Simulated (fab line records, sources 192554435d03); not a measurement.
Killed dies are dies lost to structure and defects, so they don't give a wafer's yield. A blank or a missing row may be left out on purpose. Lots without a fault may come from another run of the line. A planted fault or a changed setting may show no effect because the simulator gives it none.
fab line records | flow n5_finfet
record lots=7 wafers=21 last_day=17
route steps=1938 shown BEOL_M12@1647 BEOL_M13@1659
lots that met no fault: from a run of the same line without faults
start_h: hours from the record's first day to the start of the lot's first wafer shown | wait_h: hours since the lot's step before | " the same as in the row above | L1.1+2: a row that stands for several wafers | - no value, or no start given | * or withheld: withheld | < > ~ a bound
route shown NAME@n: a module of which the file shows steps, and the number in the route of the first | usual: mean/standard deviation of fault-free wafers | same: alike in all rows | chamber/n: place in a boat | sites: the reading at each site | _std_site: their standard deviation | _edge_site: outer sites' mean less inner sites' | radius_mm: how far each site lies from the wafer's centre | mask NAME#n: copy n | behind: the tool/chamber that last shaped the wafer | hold: why the lot was held/for how many hours/how that ended | device: the transistor (n, p or np) that didn't switch | end of line: the same wafers' tests at the end of the route | a step without rows: its recipe alone | killed: dies lost to structure and defects at the first sort, not the wafer's yield | map: a wafer's dies, x killed, . not, _ none there
set.NAME: the setting as run; set.NAME@STEP: as run at that earlier step | model.NAME: the simulator's own value behind a step, which no gauge read
lots at some steps of the route; a table a step, a row a wafer
services: from which hour (start_h, from the record's first day; less than 0 if before it) a tool's chamber was out of use, for how many hours, and why
## steps
# step N5_BEOL_M12_PRE_CLEAN_42
# recipe gas=H2/He time_s=30 temp_c=250
# usual heater_power_w=317/28
# columns lot.wafer tool chamber start_h wait_h heater_power_w
L677.2 pvd_sputter-01 - 252.43 0.0 315
L677.4 " - " " 307
L677.5 " - " " 307
L684.2 pvd_sputter-01 - 293.15 0.0 333
L684.3 " - " " 345
L684.4 " - " " 323
L685.1 pvd_sputter-01 - 300.05 0.0 322
L685.2 " - " " 311
L685.3 " - " " 273
L688.4 pvd_sputter-02 - 311.79 0.0 284
L688.5 " - " " 372
L688.6 " - " " 341
L689.3 pvd_sputter-02 - 324.78 0.0 286
L689.4 " - " " 378
L689.5 " - " " 281
L695.2 pvd_sputter-01 - 358.53 0.0 342
L695.3 " - " " 273
L695.5 " - " " 349
L697.1 pvd_sputter-02 - 380.78 0.0 322
L697.5 " - " " 366
L697.6 " - " " 321
# step N5_BEOL_M12_SPUTTER_43
# recipe material=TaN target_thk_a=150 temp_c=50 bias_v=168.6 power_w=15000 chamber_pressure_pa=0.12 time_s=24.19
# usual throttle_valve_pct=30.0/0.83
# columns lot.wafer tool chamber start_h wait_h throttle_valve_pct
L677.2 pvd_sputter-01 - 252.47 0.0 30.9
L677.4 " - " " 31.8
L677.5 " - " " 31.6
L684.2 pvd_sputter-01 - 293.19 0.0 30.5
L684.3 " - " " 30.3
L684.4 " - " " 31.5
L685.1 pvd_sputter-01 - 300.09 0.0 30.7
L685.2 " - " " 31.6
L685.3 " - " " 29.3
L688.4 pvd_sputter-02 - 311.83 0.0 28.9
L688.5 " - " " 29.2
L688.6 " - " " 28.9
L689.3 pvd_sputter-02 - 324.82 0.0 28.6
L689.4 " - " " 28.8
L689.5 " - " " 28.6
L695.2 pvd_sputter-01 - 358.57 0.0 30.2
L695.3 " - " " 29.1
L695.5 " - " " 30.0
L697.1 pvd_sputter-02 - 380.82 0.0 29.7
L697.5 " - " " 28.6
L697.6 " - " " 28.9
# step N5_BEOL_M12_SPUTTER_44
# recipe material=Ta target_thk_a=100 temp_c=50 bias_v=80 power_w=15000 chamber_pressure_pa=0.07 time_s=16.13
# step N5_BEOL_M12_SPUTTER_45
# recipe material=Cu target_thk_a=800 temp_c=-20 bias_v=60 power_w=26000 chamber_pressure_pa=0.13 time_s=13.33
# usual chuck_gas_flow_sccm=1.25/0.054 throttle_valve_pct=30.0/0.86
# columns lot.wafer tool chamber start_h wait_h chuck_gas_flow_sccm throttle_valve_pct
L677.2 pvd_sputter-01 - 252.63 0.0 1.26 30.6
L677.4 " - " " 1.30 31.5
L677.5 " - " " 1.22 31.6
L684.2 pvd_sputter-01 - 293.35 0.0 1.28 30.7
L684.3 " - " " 1.35 29.9
L684.4 " - " " 1.23 31.5
L685.1 pvd_sputter-01 - 300.25 0.0 1.32 30.5
L685.2 " - " " 1.26 31.6
L685.3 " - " " 1.23 29.3
L688.4 pvd_sputter-02 - 311.99 0.0 1.31 28.5
L688.5 " - " " 1.22 28.8
L688.6 " - " " 1.30 28.5
L689.3 pvd_sputter-02 - 324.98 0.0 1.18 28.7
L689.4 " - " " 1.24 28.9
L689.5 " - " " 1.29 28.7
L695.2 pvd_sputter-01 - 358.73 0.0 1.20 29.8
L695.3 " - " " 1.32 29.3
L695.5 " - " " 1.20 30.1
L697.1 pvd_sputter-02 - 380.98 0.0 1.22 29.7
L697.5 " - " " 1.17 28.6
L697.6 " - " " 1.16 28.9
# step N5_BEOL_M12_ECD_47
# recipe material=Cu target_thk_a=7200
# step N5_BEOL_M12_ANNEAL_48
# recipe temp_c=225 time_s=90 ambient=N2
# usual wafer_temp_C_max=226.25/0.27
# columns lot.wafer tool chamber start_h wait_h wafer_temp_C_max
L677.2 rtp_anneal-01 0 253.02 0.2 225.69
L677.4 " 0 " " 225.46
L677.5 " 0 " " 226.35
L684.2 rtp_anneal-02 0 293.65 0.1 226.56
L684.3 " 0 " " 226.01
L684.4 " 0 " " 226.24
L685.1 rtp_anneal-01 0 300.51 0.1 226.42
L685.2 " 0 " " 226.42
L685.3 " 0 " " 225.68
L688.4 rtp_anneal-01 0 312.38 0.2 226.10
L688.5 " 0 " " 225.76
L688.6 " 0 " " 225.99
L689.3 rtp_anneal-02 0 325.33 0.2 226.42
L689.4 " 0 " " 225.92
L689.5 " 0 " " 226.13
L695.2 rtp_anneal-02 0 360.24 1.4 226.36
L695.3 " 0 " " 226.53
L695.5 " 0 " " 226.09
L697.1 rtp_anneal-01 0 381.24 0.1 226.09
L697.5 " 0 " " 226.54
L697.6 " 0 " " 226.36
# step N5_BEOL_M12_CMP_49
# recipe stop_on=SiOC t_overpolish_s=20.6 down_force_psi=1 platen_rpm=50 clearing_platen_down_force_psi=1.5 clearing_platen_rpm=50 post_cmp_clean=cu_alkaline target_thk_nm=320 clearing_platen_pad_velocity_m_s=0.99484 pad_velocity_m_s=0.99484
# usual barrier_field_endpoint_s=30.6/0.78 motor_current_A=6.0/0.46 overpolish_run_s=20.601/0.0094 slurry_filter_dp_kPa=13.50/0.15
# same t_overpolish_s=20.6
# columns lot.wafer tool chamber start_h wait_h barrier_field_endpoint_s motor_current_A overpolish_run_s slurry_filter_dp_kPa
L677.4 cmp-04 2 253.35 0.2 29.4 6.6 20.601 13.37
L677.2 " 3 " " 29.9 6.0 20.612 13.52
L677.5 " 0 " " 29.4 6.1 20.607 13.50
L684.2 cmp-01 1 293.94 0.2 31.0 5.3 20.596 13.23
L684.4 " 2 " " 31.2 5.4 20.594 13.66
L684.3 " 3 " " 30.0 5.2 20.604 13.53
L685.3 cmp-04 1 300.81 0.2 30.6 5.7 20.606 13.61
L685.1 " 2 " " 32.0 6.4 20.599 13.59
L685.2 " 0 " " 31.4 5.6 20.604 13.69
L688.4 cmp-04 2 312.56 0.1 30.0 6.3 20.606 13.43
L688.5 " 2 " " 30.6 6.3 20.605 13.54
L688.6 " 3 " " 30.0 5.6 20.609 13.38
L689.3 cmp-03 1 325.58 0.2 30.9 6.1 20.596 13.51
L689.4 " 3 " " 28.8 6.7 20.613 13.29
L689.5 " 1 " " 30.3 5.9 20.598 13.46
L695.2 cmp-04 0 360.53 0.2 30.0 5.9 20.594 13.33
L695.3 " 1 " " 29.9 6.3 20.599 13.49
L695.5 " 3 " " 29.9 5.9 20.598 13.44
L697.1 cmp-01 3 381.57 0.3 30.8 5.7 20.609 13.45
L697.6 " 2 " " 31.4 5.1 20.602 13.65
L697.5 " 3 " " 29.9 5.9 20.605 13.67
# step N5_BEOL_M12_THK_MEAS_50
# recipe thk_meas_gauge=xrf reads=Cu_of_BEOL_M12_ECD_47
# usual M12_THK=312/5
# columns lot.wafer tool chamber start_h wait_h M12_THK[nm]
L677.2 film_metro-02 - 253.57 - 301
L677.4 " - " " 309
L677.5 " - " " 301
L684.2 film_metro-01 - 294.20 - 314
L684.3 " - " " 312
L684.4 " - " " 304
L685.1 film_metro-01 - 301.11 - 307
L685.2 " - " " 313
L685.3 " - " " 320
L688.4 film_metro-01 - 312.86 - 300
L688.5 " - " " 305
L688.6 " - " " 313
L689.3 film_metro-01 - 325.83 - 313
L689.4 " - " " 309
L689.5 " - " " 313
L695.2 film_metro-01 - 360.79 - 310
L695.3 " - " " 314
L695.5 " - " " 313
L697.1 film_metro-01 - 381.83 - 309
L697.5 " - " " 311
L697.6 " - " " 317
# step N5_BEOL_M12_PRE_CLEAN_52
# recipe gas=NH3 time_s=15 temp_c=withheld rf_power_w=300
# step N5_BEOL_M12_DEP_53
# recipe material=SiCN target_thk_a=300 temp_c=withheld precursor=3MS/NH3 pressure_torr=3 rf_w=675 time_s=10.5
# step N5_BEOL_M12_RS_MEAS_54
# recipe thk_meas_gauge=four-point-probe reads=Cu_of_BEOL_M12_ECD_47+Ta_of_BEOL_M12_SPUTTER_44+TaN_of_BEOL_M12_SPUTTER_43
# usual M12_RS=0.0604/0.0009
# columns lot.wafer tool chamber start_h wait_h M12_RS[ohm/sq]
L677.2 film_metro-01 - 253.70 0.0 0.0620
L677.4 " - " " 0.0601
L677.5 " - " " 0.0621
L684.2 film_metro-01 - 294.32 0.0 0.0599
L684.3 " - " " 0.0599
L684.4 " - " " 0.0615
L685.1 film_metro-02 - 301.23 0.0 0.0617
L685.2 " - " " 0.0604
L685.3 " - " " 0.0591
L688.4 film_metro-02 - 312.98 0.0 0.0625
L688.5 " - " " 0.0613
L688.6 " - " " 0.0601
L689.3 film_metro-01 - 325.96 0.0 0.0599
L689.4 " - " " 0.0607
L689.5 " - " " 0.0599
L695.2 film_metro-01 - 360.91 0.0 0.0605
L695.3 " - " " 0.0600
L695.5 " - " " 0.0600
L697.1 film_metro-01 - 381.95 0.0 0.0605
L697.5 " - " " 0.0608
L697.6 " - " " 0.0592
# step N5_BEOL_M12_INSPECT_55
# recipe inspect_instrument=darkfield mode=post_dep
# usual raw_defect_count=77/26
# columns lot.wafer tool chamber start_h wait_h raw_defect_count
L677.2 defect_inspect-01 - 253.72 0.0 51
L677.4 " - " " 50
L677.5 " - " " 66
L684.2 defect_inspect-02 - 294.35 0.0 85
L684.3 " - " " 68
L684.4 " - " " 147
L685.1 defect_inspect-01 - 301.26 0.0 45
L685.2 " - " " 68
L685.3 " - " " 74
L688.4 defect_inspect-01 - 313.01 0.0 74
L688.5 " - " " 67
L688.6 " - " " 62
L689.3 defect_inspect-01 - 325.98 0.0 147
L689.4 " - " " 136
L689.5 " - " " 136
L695.2 defect_inspect-01 - 360.94 0.0 51
L695.3 " - " " 64
L695.5 " - " " 58
L697.1 defect_inspect-02 - 381.98 0.0 64
L697.5 " - " " 59
L697.6 " - " " 70
# step N5_BEOL_M13_ILD_DEP_00
# recipe material=SiOC target_thk_a=8379.2 temp_c=350 precursor=DEMS/O2 pressure_torr=5 rf_w=500 time_s=166.4
# usual heater_power_outer_w=265/61 heater_power_w=504/100 showerhead_plenum_p_Torr=5.697/0.012 susceptor_temp_C=349.99/0.2 throttle_valve_pct=11.9/0.85
# columns lot.wafer tool chamber start_h wait_h heater_power_outer_w heater_power_w showerhead_plenum_p_Torr susceptor_temp_C throttle_valve_pct
L677.2 pecvd-04 0 253.76 0.0 353 604 5.701 349.79 11.0
L677.4 " 2 " " 342 614 5.680 350.12 10.7
L677.5 " 0 " " 362 632 5.712 349.79 11.2
L684.2 pecvd-03 2 294.39 0.0 328 586 5.679 350.48 11.9
L684.3 " 1 " " 258 438 5.682 350.16 13.3
L684.4 " 1 " " 190 357 5.699 350.23 13.3
L685.1 pecvd-04 0 301.29 0.0 319 577 5.709 347.56 11.1
L685.2 " 1 " " 244 583 5.679 349.81 11.8
L685.3 " 2 " " 316 560 5.688 350.08 11.3
L688.4 pecvd-04 2 313.10 0.1 333 593 5.693 350.01 11.1
L688.5 " 0 " " 313 560 5.716 347.45 11.1
L688.6 " 1 " " 332 685 5.667 349.80 11.4
L689.3 pecvd-04 2 326.02 0.0 326 551 5.684 349.98 11.0
L689.4 " 0 " " 339 606 5.718 348.16 11.0
L689.5 " 1 " " 317 675 5.676 350.07 11.4
L695.2 pecvd-03 1 360.98 0.0 211 390 5.697 349.82 13.1
L695.3 " 0 " " 160 358 5.699 349.77 12.9
L695.5 " 1 " " 242 426 5.694 349.90 13.2
L697.1 pecvd-01 1 382.02 0.0 174 357 5.696 350.25 12.4
L697.5 " 0 " " 255 490 5.689 350.39 12.9
L697.6 " 2 " " 275 506 5.694 349.91 10.9
# step N5_BEOL_M13_THK_MEAS_01
# recipe reads=SiOC_of_BEOL_M13_ILD_DEP_00
# usual M13_ILD_THK=840/9.9
# columns lot.wafer tool chamber start_h wait_h M13_ILD_THK[nm]
L677.2 film_metro-01 - 253.91 0.1 832
L677.4 " - " " 845
L677.5 " - " " 845
L684.2 film_metro-02 - 294.54 0.1 827
L684.3 " - " " 828
L684.4 " - " " 845
L685.1 film_metro-02 - 301.45 0.1 838
L685.2 " - " " 835
L685.3 " - " " 838
L688.4 film_metro-01 - 313.20 0.0 842
L688.5 " - " " 850
L688.6 " - " " 848
L689.3 film_metro-01 - 326.17 0.1 853
L689.4 " - " " 863
L689.5 " - " " 861
L695.2 film_metro-02 - 361.13 0.1 812
L695.3 " - " " 817
L695.5 " - " " 832
L697.1 film_metro-01 - 382.17 0.1 820
L697.5 " - " " 837
L697.6 " - " " 833
## services
# columns tool chamber start_h hours kind
pecvd-03 - 228.69 2.8 pm
pecvd-01 - 232.63 14.6 pm
cmp-01 - 236.01 1.9 repair
rtp_anneal-01 - 240.37 4.2 pm
cmp-01 - 246.46 1.2 repair
cmp-01 - 250.04 15.5 pm
cmp-03 - 252.05 1.9 repair
pecvd-03 0 253.32 2.1 scheduled_down
pecvd-03 1 280.50 2.5 repair
cmp-04 - 292.04 4.0 pm
cmp-04 - 296.04 - consumable_replace:conditioner
cmp-04 - 296.04 - consumable_replace:pad
cmp-01 - 303.96 3.1 repair
cmp-03 - 308.01 3.7 pm
cmp-03 - 314.98 1.8 repair
cmp-01 - 316.49 4.0 pm
cmp-01 - 320.49 - consumable_replace:conditioner
cmp-01 - 325.97 1.0 repair
cmp-03 - 340.49 1.3 repair
pvd_sputter-01 - 352.67 1.6 repair
cmp-04 - 352.73 5.7 pm
cmp-04 - 361.04 1.5 repair
cmp-01 - 371.51 1.4 repair
cmp-04 - 371.75 3.4 repair
## key
first_sign step=N5_BEOL_M13_ILD_DEP_00 reading=susceptor_temp_C direction=down sigmas=12 usual=* struck=*
effect none on later readings
met_at N5_BEOL_M13_ILD_DEP_00
struck_wafers L685.1,L688.5,L689.4
onset_between 253.76 301.29
fault kind=process_parameter_drift tool=pecvd-04 chamber=0 onset_h=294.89 steps=N5_BEOL_M13_ILD_DEP_00 channel=temp_c offset=* shape=step end_h=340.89 acts_in=* stated=*
